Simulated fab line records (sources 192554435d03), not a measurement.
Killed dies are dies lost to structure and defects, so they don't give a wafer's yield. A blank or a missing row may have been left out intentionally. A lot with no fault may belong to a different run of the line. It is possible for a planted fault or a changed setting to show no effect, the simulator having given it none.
fab line records	flow n5_finfet
[record] lots = 6	wafers = 16	last_day = 20
route steps=1938 shown BEOL_M3@938 BEOL_M4@1111 PASSIVATION@1936
lots that met no fault: from a run of the same line without faults
start_h: the number of hours between the record's first day and the start of the first shown wafer of the lot	wait_h: time in hours since the lot's previous step	" repeats the value in the row above	L1.1+2: a row that stands for several wafers	- no value present, or no start provided	* or withheld: withheld	< > ~ a bound
route shown NAME@n: a module of which the file shows steps, and the number in the route of the first	usual: mean and standard deviation over wafers with no fault	same: alike in all rows	chamber/n: place in a boat	sites: the reading at each site	_std_site: standard deviation across them	_edge_site: the outer-site mean with the inner-site mean subtracted	radius_mm: how far each site lies from the wafer's centre	mask NAME#n: copy n	behind: the tool/chamber that last shaped the wafer	hold: reason for holding the lot/hours on hold/outcome of the hold	device: whichever transistor did not switch (one of n, p or np)	end of line: the route-end tests of the same wafers	step lacking rows: just its recipe	killed: at the first sort, the dies lost to defects and structure; wafer yield is something else	map: dies across one wafer; x = killed, . = not, _ = none there
set.NAME: the setting as run; set.NAME@STEP: as run at that earlier step	model.NAME: the simulator's own value behind a step, which no gauge read
lots at some steps of the route; a table a step, a row a wafer
services: a tool's chamber out of use, with start hour (start_h, from the record's first day; less than 0 if before it), hours out, and reason
[[steps]]
[step N5_BEOL_M3_COAT_05]
[recipe] resist = CAR-EUV	spin_rpm = 1500	resist_thk_nm = 30
[step N5_BEOL_M3_EBR_07]
[recipe] solvent = PGMEA	ebr_width_mm = 1.5
[step N5_BEOL_M3_SOFTBAKE_06]
[recipe] temp_c = 110	time_s = 60	resist = CAR-EUV
[step N5_BEOL_M3_EXPOSE_08]
[recipe] mask_id = M3	na = 0.33	source_shape = dipole	sigma_inner = 0.369	sigma_outer = 0.767	polarization = unpolarized	dose_mj = 33
[step N5_BEOL_M3_PEB_09]
[recipe] peb_temp_c = 100	peb_time_s = 60	resist = CAR-EUV
[step N5_BEOL_M3_DEVELOP_10]
[recipe] develop_time_s = 30	developer = TMAH	resist = CAR-EUV	rinse_liquid = surfactant_rinse	dry = air_spin	dev_temp_c = 23
[step N5_BEOL_M3_CD_MEAS_11]
[recipe] target_cd_nm = 17.05	landing_energy_ev = 500	detector = se_inlens	polarity = opening
[usual] cd_nm = 17.09/0.25
lot.wafer	tool	chamber	start_h	wait_h	cd_nm
L145.3	cd_sem-02	0	164.48	-	17.12
L145.4	"	0	"	"	17.27
L145.6	"	0	"	"	17.15
L150.1	cd_sem-03	0	193.11	-	17.12
L150.6	"	0	"	"	17.36
L149.4	cd_sem-01	0	200.81	-	17.11
L149.5	"	0	"	"	17.06
L159.1	cd_sem-03	0	247.76	-	17.31
L159.5	"	0	"	"	17.08
L159.6	"	0	"	"	16.77
L157.3	cd_sem-03	0	248.45	-	17.19
L157.4	"	0	"	"	17.38
L157.6	"	0	"	"	17.32
L166.4	cd_sem-02	0	291.59	-	17.24
L166.5	"	0	"	"	17.32
L166.6	"	0	"	"	17.26
[step N5_BEOL_M3_OVL_MEAS_12]
[recipe] points_per_wafer = 522
[usual] M3_OVL = -0.3/0.7
lot.wafer	tool	chamber	start_h	wait_h	M3_OVL[nm]
L145.3	overlay-01	0	164.52	0.0	0.2
L145.4	"	0	"	"	0.8
L145.6	"	0	"	"	0.2
L150.1	overlay-01	0	193.14	0.0	-0.5
L150.6	"	0	"	"	0.8
L149.4	overlay-01	0	200.86	0.0	0.4
L149.5	"	0	"	"	0.0
L159.1	overlay-02	0	247.79	0.0	-1.3
L159.5	"	0	"	"	-1.5
L159.6	"	0	"	"	-0.4
L157.3	overlay-01	0	248.49	0.0	-0.4
L157.4	"	0	"	"	0.5
L157.6	"	0	"	"	-0.2
L166.4	overlay-02	0	291.63	0.0	0.7
L166.5	"	0	"	"	1.1
L166.6	"	0	"	"	0.9
[step N5_BEOL_M3_INSPECT_13]
[recipe] mode = adi	inspect_instrument = brightfield
[usual] raw_defect_count = 431/110
lot.wafer	tool	chamber	start_h	wait_h	raw_defect_count
L145.3	defect_inspect-01	-	164.57	0.0	358
L145.4	"	-	"	"	468
L145.6	"	-	"	"	493
L150.1	defect_inspect-01	-	193.19	0.1	359
L150.6	"	-	"	"	350
L149.4	defect_inspect-01	-	200.90	0.0	347
L149.5	"	-	"	"	329
L159.1	defect_inspect-02	-	247.85	0.1	411
L159.5	"	-	"	"	368
L159.6	"	-	"	"	417
L157.3	defect_inspect-02	-	248.53	0.0	596
L157.4	"	-	"	"	593
L157.6	"	-	"	"	667
L166.4	defect_inspect-01	-	291.68	0.0	415
L166.5	"	-	"	"	566
L166.6	"	-	"	"	351
[step N5_BEOL_M3_DESCUM_16]
[recipe] chemistry = O2	time_s = 7	source_power_w = 50	bias_power_w = 20	pressure_mtorr = 20	rf_frequency_hz = 2.712e+07	temp_c = 40	resist = CAR-EUV	o2_flow_sccm = 225
[usual] drypump_motor_current_A = 5.6/0.49	oes_product_au = 0.79/0.063	rf_vpp_V = 243.1/1.3	showerhead_plenum_p_Torr = 2.08/0.07	throttle_valve_pct = 20.32/0.18
[same] time_s = 7
lot.wafer	tool	chamber	start_h	wait_h	drypump_motor_current_A	oes_product_au	rf_hours_counter_h	rf_vpp_V	showerhead_plenum_p_Torr	throttle_valve_pct
L145.3	rie_diel-03	1	164.84	0.3	5.4	0.90	34	242.7	2.04	20.12
L145.4	"	2	"	"	6.1	0.75	161	242.3	2.00	20.04
L145.6	"	0	"	"	5.5	0.77	-	244.0	2.09	20.29
L150.1	rie_diel-03	1	193.64	0.4	5.4	0.87	43	244.7	2.03	20.13
L150.6	"	1	"	"	5.4	0.88	-	242.1	2.03	20.12
L149.4	rie_diel-03	0	201.27	0.4	5.5	0.76	170	241.9	2.09	20.30
L149.5	"	0	"	"	5.5	0.76	-	243.2	2.09	20.31
L159.1	rie_diel-05	0	247.88	0.0	5.6	0.69	224	243.4	2.07	20.67
L159.5	"	1	"	"	6.5	0.88	-	241.9	2.05	20.27
L159.6	"	2	"	"	4.9	0.83	-	242.6	2.12	20.28
L157.3	rie_diel-05	3	248.57	0.0	6.1	0.76	171	243.5	2.10	20.46
L157.4	"	1	"	"	6.5	0.89	26	243.0	2.05	20.24
L157.6	"	2	"	"	4.8	0.84	-	244.6	2.12	20.27
L166.4	rie_diel-05	2	291.71	0.0	4.8	0.81	83	244.8	2.12	20.28
L166.5	"	1	"	"	6.5	0.86	-	243.2	2.04	20.26
L166.6	"	2	"	"	4.8	0.82	-	243.0	2.12	20.30
[step N5_BEOL_M3_ETCH_74]
[recipe] chemistry = N2/H2	target = underlayer	target_depth_a = 65	mask_material = CAR-EUV	time_s = 5.2	ion_energy_ev = 200	pressure_mtorr = 30	source_w = 840	bias_w = 150	n2_flow_sccm = 200	h2_flow_sccm = 200	ends = cleared
[usual] drypump_motor_current_A = 5.6/0.49	etch_rf_on_time_s = 5.17/0.14	oes_product_au = 0.68/0.054	rf_vpp_V = 523.5/2.6	showerhead_plenum_p_Torr = 2.53/0.085	throttle_valve_pct = 17.74/0.22
lot.wafer	tool	chamber	start_h	wait_h	drypump_motor_current_A	etch_rf_on_time_s	oes_product_au	rf_hours_counter_h	rf_vpp_V	showerhead_plenum_p_Torr	throttle_valve_pct
L145.3	rie_diel-03	1	164.87	0.0	5.4	4.89	0.78	34	522.4	2.47	17.38
L145.4	"	2	"	"	6.1	5.06	0.65	161	519.7	2.44	17.52
L145.6	"	0	"	"	5.4	5.07	0.65	-	522.4	2.55	17.69
L150.1	rie_diel-03	1	193.68	0.0	5.4	4.92	0.76	43	524.0	2.46	17.40
L150.6	"	1	"	"	5.4	4.94	0.77	-	521.1	2.46	17.41
L149.4	rie_diel-03	0	201.31	0.0	5.5	5.15	0.64	170	524.3	2.54	17.70
L149.5	"	0	"	"	5.5	5.13	0.64	-	526.1	2.54	17.70
L159.1	rie_diel-05	0	247.91	0.0	5.6	5.40	0.59	224	522.8	2.51	18.00
L159.5	"	1	"	"	6.5	5.11	0.75	-	522.5	2.48	17.64
L159.6	"	2	"	"	4.8	5.20	0.72	-	524.2	2.58	17.60
L157.3	rie_diel-05	3	248.60	0.0	6.1	5.20	0.64	171	522.6	2.54	17.96
L157.4	"	1	"	"	6.5	5.16	0.75	26	523.4	2.48	17.65
L157.6	"	2	"	"	4.9	5.13	0.73	-	522.8	2.58	17.62
L166.4	rie_diel-05	2	291.75	0.0	4.9	5.21	0.70	83	526.2	2.57	17.63
L166.5	"	1	"	"	6.5	5.18	0.73	-	521.3	2.48	17.70
L166.6	"	2	"	"	4.9	5.19	0.71	-	526.5	2.57	17.64
[step N5_BEOL_M3_ETCH_63]
[recipe] chemistry = CF4	target = SiARC	target_depth_a = 156	mask_material = CAR-EUV	time_s = 26	ion_energy_ev = 80	pressure_mtorr = 40	source_w = 545	bias_w = 36	Ar_flow_sccm = 100	cf4_flow_sccm = 100	ends = cleared
[usual] drypump_motor_current_A = 5.6/0.49	etch_rf_on_time_s = 25.9/0.64	oes_product_au = 0.68/0.053	rf_vpp_V = 183.8/1.2	showerhead_plenum_p_Torr = 2.13/0.069	throttle_valve_pct = 15.53/0.15
lot.wafer	tool	chamber	start_h	wait_h	drypump_motor_current_A	etch_rf_on_time_s	oes_product_au	rf_hours_counter_h	rf_vpp_V	showerhead_plenum_p_Torr	throttle_valve_pct
L145.3	rie_diel-03	1	164.89	0.0	5.4	24.7	0.78	34	183.3	2.10	15.34
L145.4	"	2	"	"	6.1	25.4	0.65	161	182.2	2.06	15.34
L145.6	"	0	"	"	5.5	25.7	0.66	-	184.1	2.13	15.48
L150.1	rie_diel-03	1	193.69	0.0	5.4	25.2	0.76	43	183.8	2.10	15.35
L150.6	"	1	"	"	5.4	25.1	0.76	-	183.4	2.10	15.35
L149.4	rie_diel-03	0	201.32	0.0	5.5	26.1	0.64	170	184.5	2.13	15.49
L149.5	"	0	"	"	5.5	25.8	0.64	-	184.4	2.13	15.49
L159.1	rie_diel-05	0	247.93	0.0	5.6	26.8	0.59	224	182.8	2.12	15.82
L159.5	"	1	"	"	6.5	26.1	0.75	-	184.1	2.10	15.39
L159.6	"	2	"	"	4.8	26.0	0.71	-	185.4	2.18	15.53
L157.3	rie_diel-05	3	248.62	0.0	6.1	26.8	0.64	171	184.9	2.12	15.55
L157.4	"	1	"	"	6.5	25.9	0.75	26	183.8	2.10	15.38
L157.6	"	2	"	"	4.8	25.8	0.72	-	185.6	2.18	15.51
L166.4	rie_diel-05	2	291.76	0.0	4.8	25.5	0.71	83	184.1	2.18	15.55
L166.5	"	1	"	"	6.5	25.9	0.74	-	184.1	2.09	15.40
L166.6	"	2	"	"	4.8	25.9	0.71	-	185.7	2.18	15.55
[step N5_BEOL_M3_ETCH_64]
[recipe] chemistry = N2/H2	target = SOC	target_depth_a = 750	overetch_a = 150	mask_material = SiARC	temp_c = 40	time_s = 112.5	ion_energy_ev = 200	pressure_mtorr = 30	source_w = 840	bias_w = 150	n2_flow_sccm = 200	h2_flow_sccm = 200
[usual] drypump_motor_current_A = 5.6/0.49	oes_product_au = 0.63/0.046	rf_vpp_V = 523.5/2.5	showerhead_plenum_p_Torr = 2.53/0.085	throttle_valve_pct = 17.71/0.22
[same] time_s = 112.5
lot.wafer	tool	chamber	start_h	wait_h	drypump_motor_current_A	oes_product_au	rf_hours_counter_h	rf_vpp_V	showerhead_plenum_p_Torr	throttle_valve_pct	model.SiARC_of_BEOL_M3_COAT_62.thk_nm	model.BEOL_M3.cd_offset_nm
L145.3	rie_diel-03	1	164.92	0.0	5.4	0.69	34	521.8	2.47	17.35	6.6	0.4
L145.4	"	2	"	"	6.1	0.60	161	519.9	2.44	17.48	6.6	-0.2
L145.6	"	0	"	"	5.5	0.60	-	523.4	2.55	17.65	6.6	-0.2
L150.1	rie_diel-03	1	193.72	0.0	5.4	0.68	43	520.8	2.46	17.36	5	0.8
L150.6	"	1	"	"	5.4	0.68	-	523.0	2.46	17.36	6.8	0.4
L149.4	rie_diel-03	0	201.35	0.0	5.5	0.59	170	524.1	2.54	17.66	6.6	0
L149.5	"	0	"	"	5.5	0.59	-	522.3	2.54	17.67	5	0.8
L159.1	rie_diel-05	0	247.96	0.0	5.6	0.56	224	521.9	2.51	17.98	7	0
L159.5	"	1	"	"	6.5	0.70	-	522.4	2.48	17.64	6.6	0
L159.6	"	2	"	"	4.9	0.66	-	525.7	2.58	17.58	6.8	-0.2
L157.3	rie_diel-05	3	248.65	0.0	6.1	0.60	171	522.6	2.54	17.92	6.8	0.4
L157.4	"	1	"	"	6.5	0.70	26	523.8	2.48	17.61	6.6	0.4
L157.6	"	2	"	"	4.9	0.66	-	525.3	2.58	17.58	6.8	0.2
L166.4	rie_diel-05	2	291.79	0.0	4.9	0.65	83	524.3	2.57	17.59	6.8	0
L166.5	"	1	"	"	6.5	0.68	-	523.5	2.48	17.63	6.6	0.2
L166.6	"	2	"	"	4.9	0.65	-	524.3	2.57	17.58	6.8	0
[step N5_BEOL_M3_STRIP_65]
[recipe] chemistry = N2/H2	temp_c = 40	n2_flow_sccm = 200	h2_flow_sccm = 200	rf_frequency_hz = 6e+07
[step N5_BEOL_M3_STRIP_75]
[recipe] chemistry = N2/H2	temp_c = 40	n2_flow_sccm = 200	h2_flow_sccm = 200	rf_frequency_hz = 6e+07
[step N5_BEOL_M3_STRIP_66]
[recipe] chemistry = CF4	resist = SiARC	power_w = 300	bias_power_w = 75	pressure_mtorr = 50	cf4_flow_sccm = 150	rf_frequency_hz = 6e+07
[usual] drypump_motor_current_A = 5.6/0.49	oes_product_au = 0.78/0.057	rf_vpp_V = 271.0/1.4	showerhead_plenum_p_Torr = 1.79/0.057	throttle_valve_pct = 13.51/0.17
lot.wafer	tool	chamber	start_h	wait_h	drypump_motor_current_A	oes_product_au	rf_hours_counter_h	rf_vpp_V	showerhead_plenum_p_Torr	throttle_valve_pct
L145.3	rie_diel-03	1	165.05	0.0	5.4	0.87	34	270.4	1.76	13.28
L145.4	"	2	"	"	6.1	0.74	161	269.9	1.72	13.32
L145.6	"	0	"	"	5.5	0.75	-	271.5	1.79	13.48
L150.1	rie_diel-03	1	193.85	0.0	5.4	0.86	43	270.7	1.75	13.29
L150.6	"	1	"	"	5.4	0.86	-	270.6	1.75	13.29
L149.4	rie_diel-03	0	201.48	0.0	5.4	0.74	170	271.7	1.79	13.53
L149.5	"	0	"	"	5.5	0.74	-	270.8	1.79	13.52
L159.1	rie_diel-05	0	248.09	0.0	5.6	0.70	224	270.8	1.79	13.85
L159.5	"	1	"	"	6.5	0.87	-	270.6	1.75	13.31
L159.6	"	2	"	"	4.8	0.82	-	273.6	1.82	13.42
L157.3	rie_diel-05	3	248.77	0.0	6.1	0.75	171	271.2	1.77	13.53
L157.4	"	1	"	"	6.5	0.87	26	271.0	1.75	13.30
L157.6	"	2	"	"	4.8	0.83	-	272.2	1.82	13.43
L166.4	rie_diel-05	2	291.92	0.0	4.8	0.81	83	271.8	1.82	13.49
L166.5	"	1	"	"	6.5	0.85	-	271.7	1.75	13.34
L166.6	"	2	"	"	4.8	0.82	-	270.9	1.82	13.48
[step N5_BEOL_M3_HM_OPEN_17]
[recipe] chemistry = Cl2/BCl3	target_depth_a = 200	overetch_a = 60	target = TiN	mask_material = SOC	ion_energy_ev = 150	pressure_mtorr = 10	icp_w = 1000	bias_w = 126	Cl2_flow_sccm = 53.25	bcl3_flow_sccm = 21.75	Ar_flow_sccm = 25
[usual] drypump_motor_current_A = 5.6/0.33	oes_ar_750_au = 0.76/0.1	oes_product_au = 0.65/0.09	throttle_valve_pct = 22.17/0.21
lot.wafer	tool	chamber	start_h	wait_h	drypump_motor_current_A	oes_ar_750_au	oes_product_au	rf_hours_counter_h	throttle_valve_pct	model.BEOL_M3.cd_offset_nm
L145.3	rie_metal-03	1	165.12	0.1	5.5	0.95	0.80	-	22.06	0.4
L145.4	"	0	"	"	6.0	0.76	0.62	-	22.34	-0.2
L145.6	"	1	"	"	5.5	0.95	0.81	-	22.04	0
L150.1	rie_metal-03	0	193.89	0.0	6.0	0.75	0.61	63	22.32	0.8
L150.6	"	1	"	"	5.5	0.92	0.80	-	22.04	0.4
L149.4	rie_metal-02	0	201.55	0.1	5.1	0.81	0.73	-	21.92	0
L149.5	"	1	"	"	5.5	0.68	0.59	-	21.91	0.8
L159.1	rie_metal-02	1	248.24	0.1	5.5	0.67	0.58	93	21.93	-0.2
L159.5	"	0	"	"	5.1	0.80	0.70	-	21.91	0
L159.6	"	1	"	"	5.5	0.66	0.58	-	21.93	-0.4
L157.3	rie_metal-01	1	248.87	0.1	5.2	0.68	0.59	-	22.45	0.4
L157.4	"	1	"	"	5.2	0.68	0.60	-	22.45	0.4
L157.6	"	1	"	"	5.2	0.68	0.59	-	22.48	0.2
L166.4	rie_metal-01	0	291.99	0.1	6.0	0.94	0.81	-	22.30	0
L166.5	"	1	"	"	5.2	0.67	0.60	-	22.48	0.2
L166.6	"	0	"	"	6.0	0.95	0.80	-	22.29	0
[step N5_BEOL_M3_STRIP_19]
[recipe] chemistry = O2	power_w = 400	temp_c = 40	pressure_mtorr = 30	rf_frequency_hz = 6e+07	bias_power_w = 0	overash_fraction = 0.2	o2_flow_sccm = 225
[usual] drypump_motor_current_A = 5.7/0.45	oes_product_au = 0.78/0.061	rf_vpp_V = 3.7/0.49	showerhead_plenum_p_Torr = 2.09/0.072	throttle_valve_pct = 16.62/0.18
lot.wafer	tool	chamber	start_h	wait_h	drypump_motor_current_A	oes_product_au	rf_hours_counter_h	rf_vpp_V	showerhead_plenum_p_Torr	throttle_valve_pct
L145.3	rie_diel-06	0	165.24	0.1	5.9	0.76	159	3.7	2.17	16.47
L145.4	"	2	"	"	6.0	0.78	107	2.6	2.13	16.91
L145.6	"	0	"	"	5.9	0.75	-	3.6	2.17	16.48
L150.1	rie_diel-05	3	194.00	0.1	6.1	0.75	151	4.4	2.11	16.70
L150.6	"	1	"	"	6.5	0.92	-	4.2	2.06	16.42
L149.4	rie_diel-03	2	201.64	0.1	6.1	0.74	173	3.4	2.00	16.35
L149.5	"	2	"	"	6.1	0.75	-	3.7	2.00	16.35
L159.1	rie_diel-03	1	248.35	0.1	5.4	0.85	60	3.8	2.03	16.40
L159.5	"	1	"	"	5.4	0.85	-	3.5	2.03	16.39
L159.6	"	0	"	"	5.5	0.74	-	4.1	2.09	16.61
L157.3	rie_diel-03	2	249.08	0.2	6.1	0.74	187	3.0	1.99	16.39
L157.4	"	1	"	"	5.4	0.86	61	3.5	2.03	16.40
L157.6	"	3	"	"	5.1	0.81	-	3.7	2.20	16.65
L166.4	rie_diel-03	0	292.07	0.1	5.5	0.73	200	2.7	2.08	16.64
L166.5	"	1	"	"	5.4	0.84	-	4.2	2.03	16.43
L166.6	"	0	"	"	5.5	0.73	-	4.2	2.08	16.62
[step N5_BEOL_M4_RC_MEAS_101]
[usual] DIBL_N = 36.7/1.8	DIBL_P = 37.0/2.4	IOFF_N = 0.17/0.036	IOFF_P = 0.22/0.042	ION_N = 673/12	ION_P = 462/8.5	SS_N = 71.7/0.62	SS_P = 73.4/0.65	VT_N = 250/3.7	VT_P = -250/3.7
lot.wafer	tool	chamber	start_h	wait_h	DIBL_N[mV/V]	DIBL_P[mV/V]	IOFF_N[nA/um]	IOFF_P[nA/um]	ION_N[uA/um]	ION_P[uA/um]	SS_N[mV/dec]	SS_P[mV/dec]	VT_N[mV]	VT_P[mV]
L145.3	prober-02	0	196.30	0.3	37.1	36.1	0.16	0.19	673	457	72.1	73.2	252	-254
L145.4	"	0	"	"	35.2	33.7	0.12	0.16	646	448	72.2	72.8	257	-255
L145.6	"	0	"	"	37.5	36.6	0.17	0.20	672	455	72.3	74.3	252	-251
L150.1	prober-02	0	224.14	0.0	36.6	36.5	0.16	0.21	669	465	71.9	72.7	252	-247
L150.6	"	0	"	"	35.9	35.8	0.15	0.20	663	463	71.4	73.0	251	-251
L149.4	prober-01	0	233.69	0.5	38.1	37.4	0.18	0.21	667	456	72.5	73.4	249	-250
L149.5	"	0	"	"	36.5	36.2	0.16	0.20	670	456	70.9	73.3	251	-251
L159.1	prober-02	0	272.39	0.0	35.3	35.6	0.14	0.19	685	465	70.9	72.8	250	-254
L159.5	"	0	"	"	33.0	33.9	0.11	0.17	665	469	70.5	72.2	255	-252
L159.6	"	0	"	"	37.2	37.4	0.17	0.23	675	461	71.4	73.6	248	-247
L157.3	prober-01	0	280.53	0.3	39.1	41.4	0.23	0.28	696	470	72.7	74.9	245	-249
L157.4	"	0	"	"	35.6	36.4	0.15	0.18	664	452	72.0	73.4	252	-254
L157.6	"	0	"	"	34.9	35.6	0.14	0.18	665	453	71.6	73.1	252	-257
L166.4	prober-01	0	356.19	0.5	36.3	36.1	0.16	0.21	686	465	71.9	73.1	248	-249
L166.5	"	0	"	"	36.5	35.6	0.15	0.20	675	464	71.0	73.1	249	-253
L166.6	"	0	"	"	34.9	32.6	0.12	0.15	663	445	71.7	72.3	255	-255
[step N5_PASSIVATION_PROBE_49]
[usual] defect_limited_yield = 91.1/1.4	killed_at_M0_to_M3 = 32/9.3	killed_at_M4_up = 13/5.8	killed_at_contacts = 12/6.3	killed_at_front_end = 44/12	killed_at_other = 3.6/2.7	killed_dies = 104/17	killed_open = 69/13	killed_short = 34/6.9	sort_bin_5_function = 5.2/0.98	sort_bin_6_memory = 3.3/0.59	sort_n_pass = 1075/17	sort_yield_pct = 91.1/1.4
[same] gross_dies = 1180	killed_at_back_side = 0	sort_bin_4_leakage[%] = 0	sort_bin_8_speed[%] = 0
lot.wafer	tool	chamber	start_h	wait_h	defect_limited_yield[%]	killed_at_M0_to_M3	killed_at_M4_up	killed_at_contacts	killed_at_front_end	killed_at_other	killed_dies	killed_open	killed_short	sort_bin_5_function[%]	sort_bin_6_memory[%]	sort_n_pass	sort_yield_pct[%]
L159.1	prober-02	-	376.18	0.0	91.4	33	8	4	54	3	102	68	33	5.0	3.5	1078	91.4
L159.5	prober-02	-	376.38	0.2	89.8	51	8	12	47	2	120	88	30	6.1	3.6	1060	89.8
L159.6	prober-02	-	376.43	0.3	89.9	45	7	8	56	3	119	73	46	5.5	4.2	1061	89.9
L157.3	prober-01	-	387.16	0.1	91.1	35	18	8	41	3	105	68	37	6.0	2.5	1075	91.1
L157.4	prober-01	-	387.21	0.2	90.2	34	30	5	46	1	116	77	39	5.5	4.2	1064	90.2
L157.6	prober-01	-	387.31	0.3	92.2	21	21	7	37	6	92	56	36	4.3	3.1	1088	92.2
// killed by level:class
L159.1 STI_FIN_REVEAL:geometric_particle:open=21 BEOL_M3:geometric_particle:open=8 FIN_SAQP:geometric_particle:short=7 BEOL_M2:geometric_particle:open=6 FIN_SAQP:geometric_particle:open=5 GATE_CUT:geometric_particle:short=5 BEOL_M0_SAQP:geometric_particle:open=5 STI_FIN_REVEAL:geometric_particle:short=4
L159.5 MOL_CONTACT_COAG:geometric_particle:open=12 BEOL_M2:geometric_particle:open=12 BEOL_M3:geometric_particle:open=12 FIN_SAQP:geometric_particle:open=10 BEOL_M0_SAQP:geometric_particle:open=8 FIN_SAQP:geometric_particle:short=7 BEOL_M0_SAQP:geometric_particle:short=7 STI_FIN_REVEAL:geometric_particle:open=6
L159.6 BEOL_M0_SAQP:geometric_particle:short=14 STI_FIN_REVEAL:geometric_particle:open=13 BEOL_M2:geometric_particle:open=12 FIN_SAQP:geometric_particle:short=9 DUMMY_GATE:geometric_particle:open=8 MOL_CONTACT_COAG:geometric_particle:open=8 DUMMY_GATE:geometric_particle:short=6 FIN_SAQP:geometric_particle:open=5
L157.3 FIN_SAQP:geometric_particle:open=9 BEOL_M3:geometric_particle:open=9 BEOL_M2:geometric_particle:open=7 DUMMY_GATE:geometric_particle:open=6 BEOL_M0_SAQP:geometric_particle:short=6 STI_FIN_REVEAL:geometric_particle:open=5 GATE_CUT:geometric_particle:open=5 BEOL_M4:geometric_particle:open=5
L157.4 BEOL_M4:geometric_particle:open=18 STI_FIN_REVEAL:geometric_particle:open=11 DUMMY_GATE:geometric_particle:open=11 BEOL_M0_SAQP:geometric_particle:short=10 BEOL_M0:geometric_particle:open=7 GATE_CUT:geometric_particle:short=6 MOL_CONTACT_COAG:geometric_particle:open=5 BEOL_M0_SAQP:geometric_particle:open=5
L157.6 BEOL_M4:geometric_particle:open=11 FIN_SAQP:geometric_particle:open=9 FIN_SAQP:geometric_particle:short=5 BEOL_M2:geometric_particle:open=5 DUMMY_GATE:geometric_particle:open=4 MOL_CONTACT_COAG:geometric_particle:open=4 BEOL_M2:geometric_particle:short=4 BEOL_M4:geometric_particle:short=4
[[services]]
tool	chamber	start_h	hours	kind
rie_diel-06	1	142.70	5.8	repair
rie_diel-05	1	150.32	-	clean
rie_diel-05	1	150.32	-	consumable_replace:focus_ring
rie_diel-05	1	150.32	18.0	scheduled_down
rie_diel-05	1	150.32	18.0	vent_cycle
rie_diel-06	2	160.23	3.0	repair
rie_metal-01	-	170.38	0.4	repair
rie_diel-05	-	171.20	2.8	pm
rie_diel-06	-	190.75	2.8	pm
rie_diel-05	0	192.21	5.8	repair
rie_diel-05	-	195.70	0.7	repair
rie_diel-03	2	225.59	2.0	repair
rie_metal-01	0	240.96	-	clean
rie_metal-01	0	240.96	16.8	scheduled_down
rie_metal-01	0	240.96	16.8	vent_cycle
rie_diel-05	0	241.22	3.8	repair
rie_diel-06	3	291.19	8.3	repair
[[key]]
first_sign none at tools or gauges
[model_effect] step = N5_BEOL_M3_ETCH_64	value = SiARC_of_BEOL_M3_COAT_62.thk_nm	without = 6.7	struck = 5
[model_effect] step = N5_BEOL_M3_HM_OPEN_17	value = BEOL_M3.cd_offset_nm	without = 0.2	struck = 0.8
met_at N5_BEOL_M3_ETCH_64
struck_wafers L149.5,L150.1
onset_between 164.92 193.72
[fault] kind = process_parameter_drift	tool = rie_diel-03	chamber = -	onset_h = 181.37	steps = N5_BEOL_M3_ETCH_64	channel = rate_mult	offset = 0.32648	shape = step	end_h = 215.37	scope = struck_wafers_only
